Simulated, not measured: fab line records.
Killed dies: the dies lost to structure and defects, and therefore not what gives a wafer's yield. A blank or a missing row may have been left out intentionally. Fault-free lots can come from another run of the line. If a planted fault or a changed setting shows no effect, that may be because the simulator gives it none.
What tool caused it?	flow n5Finfet	24 lots with 72 wafers sampled at 5 steps, on a route of 1938 steps

== WHAT THE GAUGES SHOWED, per wafer ==
N5_STI_FIN_REVEAL_INSPECT_13: inspects for defects (darkfield). Usual: 11 for rawDefectCount, sd 4.9.
lot	measured	on	rawDefectCount	flag
L074	day 2 14:22	defectInspect-02	9 10 10	
L075	day 2 19:10	defectInspect-01	10 9 14	
L076	day 3 01:19	defectInspect-02	20 13 11	
L077	day 3 08:44	defectInspect-02	15 15 10	
L078	day 3 15:53	defectInspect-02	6 13 9	
L079	day 3 20:49	defectInspect-01	8 4 10	
L080	day 4 02:35	defectInspect-02	16 10 5	
L081	day 4 07:02	defectInspect-02	25 13 10	
L082	day 4 12:55	defectInspect-01	15 10 11	
L083	day 4 18:53	defectInspect-02	7 9 14	
L084	day 5 00:31	defectInspect-01	4 9 19	
L085	day 5 09:05	defectInspect-01	20 15 19	
L086	day 5 15:20	defectInspect-02	17 14 13	
L087	day 5 19:37	defectInspect-01	8 7 12	
L088	day 6 01:38	defectInspect-02	12 7 9	
L089	day 6 07:34	defectInspect-02	7 9 4	
L090	day 6 12:47	defectInspect-01	12 6 11	
L091	day 6 18:03	defectInspect-01	11 10 7	
L092	day 7 01:22	defectInspect-02	9 5 4	
L093	day 7 08:26	defectInspect-02	4 5 21	
L094	day 7 13:05	defectInspect-01	17 3 14	
L095	day 7 19:00	defectInspect-01	18 4 5	
L096	day 8 00:50	defectInspect-02	15 20 6	
L097	day 8 06:32	defectInspect-02	27 17 14	

N5_DUMMY_GATE_OVL_MEAS_16. Usual: GATE_OVL typically reads -0.5 nm, with standard deviation 0.85.
lot	measured	on	GATE_OVL (nm)	flag
L074	day 3 05:44	overlay-02	-0.1 0.2 -0.1	
L075	day 3 07:35	overlay-02	-0.9 0.5 -0.7	
L076	day 3 13:31	overlay-01	-1.0 -0.1 0.0	
L077	day 3 17:40	overlay-02	0.8 -0.9 -1.6	
L078	day 4 00:32	overlay-02	-0.6 -1.1 -0.5	
L079	day 4 05:28	overlay-02	0.0 -0.2 -0.8	
L080	day 4 11:07	overlay-02	1.2 -0.5 -0.6	
L081	day 4 15:49	overlay-01	-0.3 0.4 0.3	
L082	day 4 21:26	overlay-01	-1.9 -1.9 -1.8	
L083	day 5 03:31	overlay-01	-1.7 -2.0 -1.2	
L084	day 5 09:13	overlay-01	1.4 -0.7 0.0	
L085	day 5 17:36	overlay-02	0.1 1.6 -0.7	
L086	day 5 23:58	overlay-02	-1.1 -0.7 -1.3	
L087	day 6 04:08	overlay-02	-0.8 0.3 0.1	
L088	day 6 10:16	overlay-02	-0.6 -1.2 -0.9	
L089	day 6 21:02	overlay-02	0.0 -0.8 0.5	
L090	day 6 21:18	overlay-01	-0.9 -0.6 -1.1	
L091	day 7 06:48	overlay-02	-1.7 -1.4 -2.8	
L092	day 7 09:52	overlay-01	0.0 -0.9 0.6	
L093	day 7 19:14	overlay-02	-0.4 0.0 -0.4	
L094	day 7 21:46	overlay-01	0.0 0.0 -1.4	
L095	day 8 03:40	overlay-02	-1.1 -0.5 -1.1	
L096	day 8 09:21	overlay-01	-1.7 -2.1 -1.6	
L097	day 8 15:04	overlay-01	0.0 0.8 0.7	

== EACH LOT AND THE TOOL THAT RAN IT (in order: tool; ch and the chambers of the sampled wafers; start) ==
lot	N5_FIN_CUT_ETCH_21	N5_FIN_CUT_STRIP_24	N5_FIN_CUT_PRECLEAN_35
L074	rieDiel-04 ch 0,2,3, day 2 04:49	rieDiel-04 ch 0,2,3, day 2 05:08	vaporEtch-01 ch 0,1, day 2 05:16
L075	rieDiel-01 ch 1,2,3, day 2 09:28	rieDiel-01 ch 1,2,3, day 2 09:38	vaporEtch-02 ch 0,1, day 2 09:47
L076	rieDiel-01 ch 2,3, day 2 15:37	rieDiel-01 ch 2,3, day 2 15:57	vaporEtch-02 ch 0,1, day 2 16:05
L077	rieDiel-01 ch 0,1,2, day 2 23:07	rieDiel-01 ch 0,1,2, day 2 23:26	vaporEtch-01 ch 0,1, day 2 23:34
L078	rieDiel-04 ch 2,3, day 3 05:25	rieDiel-04 ch 2,3, day 3 05:44	vaporEtch-01 ch 0,1, day 3 05:52
L079	rieDiel-01 ch 0,1, day 3 11:10	rieDiel-01 ch 0,1, day 3 11:29	vaporEtch-02 ch 0,1, day 3 11:37
L080	rieDiel-04 ch 0,2, day 3 16:40	rieDiel-04 ch 0,2, day 3 16:59	vaporEtch-01 ch 0,1, day 3 17:08
L081	rieDiel-04 ch 2,3, day 3 20:46	rieDiel-04 ch 2,3, day 3 21:06	vaporEtch-01 ch 0,1, day 3 21:14
L082	rieDiel-04 ch 1,2, day 4 03:10	rieDiel-04 ch 1,2, day 4 03:29	vaporEtch-02 ch 0,1, day 4 03:38
L083	rieDiel-01 ch 0,1, day 4 09:13	rieDiel-01 ch 0,1, day 4 09:32	vaporEtch-02 ch 0,1, day 4 09:40
L084	rieDiel-01 ch 0,1,2, day 4 14:54	rieDiel-01 ch 0,1,2, day 4 15:14	vaporEtch-02 ch 0,1, day 4 15:22
L085	rieDiel-01 ch 1,2, day 4 22:07	rieDiel-01 ch 1,2, day 4 22:26	vaporEtch-02 ch 0,1, day 4 22:34
L086	rieDiel-03 ch 0,1,2, day 5 05:10	rieDiel-03 ch 0,1,2, day 5 05:29	vaporEtch-02 ch 0, day 5 05:38
L087	rieDiel-03 ch 0,2, day 5 09:47	rieDiel-03 ch 0,2, day 5 10:06	vaporEtch-02 ch 0,1, day 5 10:14
L088	rieDiel-01 ch 0,1, day 5 15:33	rieDiel-01 ch 0,1, day 5 15:52	vaporEtch-02 ch 0,1, day 5 16:00
L089	rieDiel-01 ch 0,1,3, day 5 21:58	rieDiel-01 ch 0,1,3, day 5 22:18	vaporEtch-01 ch 0,1, day 5 22:26
L090	rieDiel-01 ch 0,1,3, day 6 03:09	rieDiel-01 ch 0,1,3, day 6 03:29	vaporEtch-02 ch 0,1, day 6 03:37
L091	rieDiel-04 ch 0,3, day 6 08:19	rieDiel-04 ch 0,3, day 6 08:39	vaporEtch-02 ch 0, day 6 08:47
L092	rieDiel-03 ch 0,2,3, day 6 15:50	rieDiel-03 ch 0,2,3, day 6 16:09	vaporEtch-02 ch 0,1, day 6 16:17
L093	rieDiel-04 ch 0,2, day 6 22:50	rieDiel-04 ch 0,2, day 6 23:10	vaporEtch-01 ch 0,1, day 6 23:19
L094	rieDiel-04 ch 1,2,3, day 7 03:30	rieDiel-04 ch 1,2,3, day 7 03:49	vaporEtch-02 ch 0,1, day 7 03:57
L095	rieDiel-03 ch 0,1,3, day 7 09:26	rieDiel-03 ch 0,1,3, day 7 09:45	vaporEtch-02 ch 0,1, day 7 09:53
L096	rieDiel-01 ch 0,2,3, day 7 15:17	rieDiel-01 ch 0,2,3, day 7 15:37	vaporEtch-01 ch 0,1, day 7 15:45
L097	rieDiel-04 ch 0,3, day 7 20:25	rieDiel-04 ch 0,3, day 7 20:44	vaporEtch-02 ch 0,1, day 7 20:54
- N5_FIN_CUT_ETCH_21: etches SOC in N2/H2, target depth 219 nm, overetch 43.8 nm, time 523.5 s.
- N5_FIN_CUT_STRIP_24: strips in CF4.
- N5_FIN_CUT_PRECLEAN_35: cleans in vHF, time 13.3 s.

== WHAT THE TOOLS THEMSELVES READ (means of the sampled wafers that have a number; where no wafer has one, the mark that the record gives instead) ==
N5_FIN_CUT_ETCH_21. Usual: drypumpMotorCurrentA 5.8 A, standard deviation 0.62; oesProductAu 0.73 a.u., standard deviation 0.092; rfVppV 240.6 V, standard deviation 1.2; showerheadPlenumPTorr 2.54 Torr, standard deviation 0.065; throttleValvePct 17.9 %, standard deviation 0.33.
lot	tool	drypumpMotorCurrentA (A)	oesProductAu (a.u.)	rfVppV (V)	showerheadPlenumPTorr (Torr)	throttleValvePct (%)	flag
L074	rieDiel-04	6.0	0.66	240.7	2.57	18.3	
L075	rieDiel-01	5.9	0.74	240.4	2.52	17.8	
L076	rieDiel-01	6.2	0.72	240.1	2.52	17.8	
L077	rieDiel-01	5.4	0.75	240.6	2.55	17.8	
L078	rieDiel-04	6.3	0.68	241.1	2.51	18.1	
L079	rieDiel-01	5.0	0.75	240.8	2.55	17.9	
L080	rieDiel-04	5.7	0.64	241.2	2.63	18.4	
L081	rieDiel-04	6.3	0.68	239.8	2.51	18.2	
L082	rieDiel-04	6.0	0.67	241.7	2.61	18.2	
L083	rieDiel-01	4.9	0.80	241.4	2.57	17.7	
L084	rieDiel-01	5.4	0.72	240.4	2.55	17.8	
L085	rieDiel-01	5.8	0.64	240.7	2.52	17.9	
L086	rieDiel-03	5.3	0.73	240.5	2.52	17.6	
L087	rieDiel-03	5.2	0.77	241.2	2.53	17.5	
L088	rieDiel-01	5.0	0.73	239.6	2.55	17.9	
L089	rieDiel-01	5.4	0.78	240.1	2.53	17.7	
L090	rieDiel-01	5.4	0.78	240.6	2.53	17.7	
L091	rieDiel-04	6.0	0.65	241.2	2.56	18.3	
L092	rieDiel-03	5.6	0.71	240.7	2.54	17.6	
L093	rieDiel-04	5.7	0.70	242.4	2.62	18.3	
L094	rieDiel-04	6.3	0.75	241.3	2.53	17.9	
L095	rieDiel-03	5.5	0.72	241.4	2.58	17.6	
L096	rieDiel-01	5.8	0.84	240.3	2.53	17.5	
L097	rieDiel-04	6.1	0.63	240.7	2.56	18.3	

N5_FIN_CUT_STRIP_24. Usual: drypumpMotorCurrentA 5.8 A, standard deviation 0.62; oesProductAu 0.79 a.u., standard deviation 0.098; rfVppV 271.1 V, standard deviation 1.3; showerheadPlenumPTorr 1.79 Torr, standard deviation 0.047; throttleValvePct 13.6 %, standard deviation 0.32.
lot	tool	drypumpMotorCurrentA (A)	oesProductAu (a.u.)	rfVppV (V)	showerheadPlenumPTorr (Torr)	throttleValvePct (%)	flag
L074	rieDiel-04	6.0	0.71	270.6	1.81	14.0	
L075	rieDiel-01	5.9	0.80	271.3	1.78	13.6	
L076	rieDiel-01	6.2	0.77	270.1	1.77	13.5	
L077	rieDiel-01	5.3	0.80	270.8	1.80	13.6	
L078	rieDiel-04	6.3	0.73	270.4	1.76	13.9	
L079	rieDiel-01	5.1	0.81	271.5	1.80	13.6	
L080	rieDiel-04	5.7	0.68	271.5	1.85	14.1	
L081	rieDiel-04	6.3	0.72	270.0	1.76	13.9	
L082	rieDiel-04	6.0	0.72	271.9	1.83	13.8	
L083	rieDiel-01	4.9	0.87	271.0	1.81	13.5	
L084	rieDiel-01	5.3	0.78	271.4	1.79	13.6	
L085	rieDiel-01	5.8	0.69	270.8	1.78	13.7	
L086	rieDiel-03	5.3	0.78	270.8	1.78	13.4	
L087	rieDiel-03	5.2	0.81	271.8	1.79	13.3	
L088	rieDiel-01	5.0	0.78	271.7	1.79	13.7	
L089	rieDiel-01	5.5	0.84	271.0	1.78	13.5	
L090	rieDiel-01	5.5	0.83	270.9	1.78	13.5	
L091	rieDiel-04	6.0	0.70	273.1	1.80	14.1	
L092	rieDiel-03	5.6	0.77	271.1	1.80	13.5	
L093	rieDiel-04	5.7	0.75	272.1	1.85	14.0	
L094	rieDiel-04	6.3	0.81	271.3	1.78	13.6	
L095	rieDiel-03	5.5	0.78	271.4	1.82	13.4	
L096	rieDiel-01	5.7	0.90	270.8	1.79	13.3	
L097	rieDiel-04	6.0	0.69	271.1	1.80	14.1	

N5_FIN_CUT_PRECLEAN_35. Usual: drypumpMotorCurrentA 6.0 A, standard deviation 0.53; forelinePTorr 0.1279 Torr, standard deviation 0.00045.
lot	tool	drypumpMotorCurrentA (A)	forelinePTorr (Torr)	flag
L074	vaporEtch-01	5.2	0.1279	
L075	vaporEtch-02	6.3	0.1277	
L076	vaporEtch-02	6.3	0.1283	
L077	vaporEtch-01	5.7	0.1279	
L078	vaporEtch-01	5.7	0.1283	
L079	vaporEtch-02	6.2	0.1276	
L080	vaporEtch-01	5.7	0.1278	
L081	vaporEtch-01	5.7	0.1285	
L082	vaporEtch-02	6.2	0.1277	
L083	vaporEtch-02	6.2	0.1277	
L084	vaporEtch-02	6.2	0.1279	
L085	vaporEtch-02	6.2	0.1279	
L086	vaporEtch-02	6.1	0.1278	
L087	vaporEtch-02	6.3	0.1277	
L088	vaporEtch-02	6.3	0.1285	
L089	vaporEtch-01	5.2	0.1280	
L090	vaporEtch-02	6.2	0.1281	
L091	vaporEtch-02	6.1	0.1278	
L092	vaporEtch-02	6.3	0.1278	
L093	vaporEtch-01	5.7	0.1277	
L094	vaporEtch-02	6.2	0.1282	
L095	vaporEtch-02	6.3	0.1280	
L096	vaporEtch-01	5.3	0.1280	
L097	vaporEtch-02	6.3	0.1276	

== THE ANSWER, worked out from the rows above alone ==
Rule: take the mean of a lot's wafers that have a number; if it is more than 3 standard deviations from the usual mean, the lot is off. A lot without any number at a reading at which 4 lots or more have one is off too. The other lots that the step has rows for count as sound. After the gauges, taken in route order, come the tools' own readings; for these a lot's mean is taken, as printed above. The first step at which some lot is off is used, and at that step the reading that is off furthest; a lot without a number counts as furthest.
Across all readings shown, no lot is off: no conclusion can be drawn from this.

== WHAT THE SIMULATOR PUT IN ==
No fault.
